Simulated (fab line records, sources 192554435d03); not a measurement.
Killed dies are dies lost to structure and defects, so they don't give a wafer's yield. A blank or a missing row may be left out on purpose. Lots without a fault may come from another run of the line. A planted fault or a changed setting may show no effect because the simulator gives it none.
A struck lot beside a sound one | flow n5_finfet | 14 steps out of a route of 1938
Sound: wafers L194.1, L194.2, L194.5. Struck: wafer L201.3. (L201.6 of the same lot was not struck and is left out.) The cause comes at the end.
At each step with rows: each side's tool, then ch and its chambers, then its first start. Under that, the readings that differ: sound wafers | struck wafers | difference of the means | sigmas: that difference in standard deviations of wafers without a fault.
alike: readings whose means differ by less than 2 such deviations, and words and numbers that are the same on both sides. not compared: withheld readings, readings that some wafer has no value for, bounds like >300 that may hide the same value, and numbers for which the record gives no deviation and whose values overlap.
The two part at a step that has a row with sigmas, a row that says differs or no value, or rows on one side only. Numbers that don't overlap but have no deviation are shown without sigmas and don't part them. A reading that every wafer of one side lacks parts them only if that side has two wafers or more.

N5_BEOL_M7_CURE_75: cures SiCOH lowk, time 120 s.
  sound on uv_cure-03 ch 0, day 9 12:41; struck on uv_cure-01 ch 1, day 11 10:15
  alike: lamp_power_pct, wafer_temp_C_max
N5_BEOL_M7_DEGAS_44: time 60 s.
  sound on pvd_sputter-01, day 9 13:36; struck on pvd_sputter-03, day 11 10:32
  alike: heater_power_w
N5_BEOL_M7_PRE_CLEAN_45: time 30 s.
  sound on pvd_sputter-01, day 9 13:38; struck on pvd_sputter-03, day 11 10:34
  alike: heater_power_w
N5_BEOL_M7_ALD_77: deposits TaN, target thk 2 nm, pulse time 2 s, purge time 3 s.
  sound on ald_metal-03 ch 0,1,2, day 9 13:43; struck on ald_metal-04 ch 3, day 11 10:49
  alike: heater_power_w
then, 5 steps without rows for these wafers: N5_BEOL_M7_SURFACE_TREAT_79; N5_BEOL_M7_CVD_78 (deposits Co from CCTBA/H2, target thk 2 nm, time 142.3 s); N5_BEOL_M7_SPUTTER_48 (material Cu, target thk 10 nm, time 1.667 s); N5_BEOL_M7_ECD_50 (material Cu, target thk 300 nm); N5_BEOL_M7_ANNEAL_51 (time 90 s).
N5_BEOL_M7_CMP_52: polishes, stops on SiCOH lowk, t overpolish 6.9 s, target thk 80 nm.
  sound on cmp-04 ch 1,2,3, day 9 15:41; struck on cmp-04 ch 2, day 11 12:18
  alike: barrier_field_endpoint_s, motor_current_A, overpolish_run_s, platen_rpm, slurry_filter_dp_kPa, time_to_endpoint_s
N5_BEOL_M7_THK_MEAS_53: measures by xrf.
  sound on film_metro-01, day 9 15:56; struck on film_metro-02, day 11 12:29
  alike: M7_THK
then, 1 step without rows for these wafers: N5_BEOL_M7_PRE_CLEAN_55 (time 15 s).
N5_BEOL_M7_DEP_56: deposits SiCN from 3MS/NH3, target thk 10 nm, time 17.5 s.
  sound on pecvd-01 ch 0,1,2, day 9 16:01; struck on pecvd-02 ch 1, day 11 12:32
  reading                                  | sound       | struck | difference | sigmas
  throttle_valve_pct (%)                   | 8.3 8.5 9.1 | 10.5   | +1.9       | +2
  model.SiCN_of_BEOL_M7_DEP_56.thk_nm (nm) | 10 10 10    | 6.2    | -3.8       |
  alike: showerhead_plenum_p_Torr
N5_BEOL_M7_RS_MEAS_57: measures by four-point-probe.
  sound on film_metro-01, day 9 16:04; struck on film_metro-02, day 11 12:37
  alike: M7_RS

WHERE THEY PART
Only at N5_BEOL_M7_DEP_56, within this record. Later steps at which nothing parts them and some readings are alike: N5_BEOL_M7_RS_MEAS_57.

WHY: what the simulator had put in
Process parameter drift: pecvd-02, from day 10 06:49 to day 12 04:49, at N5_BEOL_M7_DEP_56. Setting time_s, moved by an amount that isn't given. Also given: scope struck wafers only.
